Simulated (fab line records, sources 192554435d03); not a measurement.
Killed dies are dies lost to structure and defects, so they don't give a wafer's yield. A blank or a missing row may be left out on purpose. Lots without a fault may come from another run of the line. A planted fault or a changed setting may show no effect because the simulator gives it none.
Split-lot experiment | flow n5_finfet | 7 lots, 21 wafers read, on a route of 1938 steps

THE SPLIT
At N5_BEOL_M5_ETCH_41 (etches SiCN in CH3F/O2, target depth 31.5 nm, time 56.7 s), the setting source_w was moved away from the recipe's 395 W on 11 of the 21 wafers read, by -17.2% to +14.4%. The other wafers ran this setting at the recipe's value.

The reading is taken at the split's own step.

THE READING
rf_vpp_V, in V, at N5_BEOL_M5_ETCH_41 (etches SiCN in CH3F/O2, target depth 31.5 nm, time 56.7 s). Fault-free wafers of this fab line usually give 297.1 V, standard deviation 1.4 V.

wafer  | tool, chamber at the split | source_w as run, W | against the recipe | rf_vpp_V, V | against lot-mates on the recipe
L074.1 | rie_diel-03, 3             | 426.2              | +7.9%              | 288.8       | no lot-mate on the recipe
L074.4 | rie_diel-03, 2             | 426.2              | +7.9%              | 288.0       | no lot-mate on the recipe
L074.5 | rie_diel-03, 1             | 426.2              | +7.9%              | 291.7       | no lot-mate on the recipe
L077.2 | rie_diel-02, 2             | 395                | recipe             | 296.6       | -
L077.3 | rie_diel-02, 3             | 395                | recipe             | 296.4       | -
L077.4 | rie_diel-02, 1             | 395                | recipe             | 296.4       | -
L084.1 | rie_diel-01, 2             | 366.8              | -7.1%              | 303.1       | +6.1
L084.2 | rie_diel-01, 3             | 395                | recipe             | 296.8       | -
L084.5 | rie_diel-01, 3             | 395                | recipe             | 297.1       | -
L085.1 | rie_diel-01, 2             | 449.4              | +13.8%             | 282.4       | -14.6
L085.2 | rie_diel-01, 3             | 395                | recipe             | 297.0       | -
L085.4 | rie_diel-01, 3             | 395                | recipe             | 296.9       | -
L086.1 | rie_diel-03, 2             | 451.8              | +14.4%             | 286.8       | -10.8
L086.3 | rie_diel-03, 3             | 395                | recipe             | 295.7       | -
L086.6 | rie_diel-03, 0             | 395                | recipe             | 299.6       | -
L087.1 | rie_diel-02, 1             | 327                | -17.2%             | 315.5       | +18.5
L087.2 | rie_diel-02, 2             | 327                | -17.2%             | 316.4       | +19.4
L087.5 | rie_diel-02, 3             | 395                | recipe             | 297.0       | -
L093.3 | rie_diel-01, 2             | 446.9              | +13.1%             | 282.7       | no lot-mate on the recipe
L093.4 | rie_diel-01, 1             | 446.9              | +13.1%             | 285.4       | no lot-mate on the recipe
L093.6 | rie_diel-01, 0             | 446.9              | +13.1%             | 283.9       | no lot-mate on the recipe

THE FIT
A straight line over all 21 wafers: rf_vpp_V changes by -1 V for each +1% of source_w; r = -0.99; the points scatter about the line by 1.5 V.
The same after taking each lot's own level away (the mean of its wafers on the recipe; 15 wafers): -1.01 V for each +1%; r = -0.99; scatter 1.4 V.
On that fit, the largest move of source_w shifts the reading by 17 V.
The lots' own levels span 296.47 to 297.65 V, that is 0.8 times the standard deviation above.
So the lot-to-lot level changes the slope little: the two slopes agree.
Check: with one of the wafers moved furthest among these (-17.2%) left out of the fit, the line predicts +17.3 V for it against its lot-mates. It came out at +18.5 V against them.
Tool readings at the split's step, against how far the setting was moved: rf_vpp_V r = -0.99.

THE FILE'S OWN FIT
rf_vpp_V changes by -0.975 V for each +1% of source_w, r = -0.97.
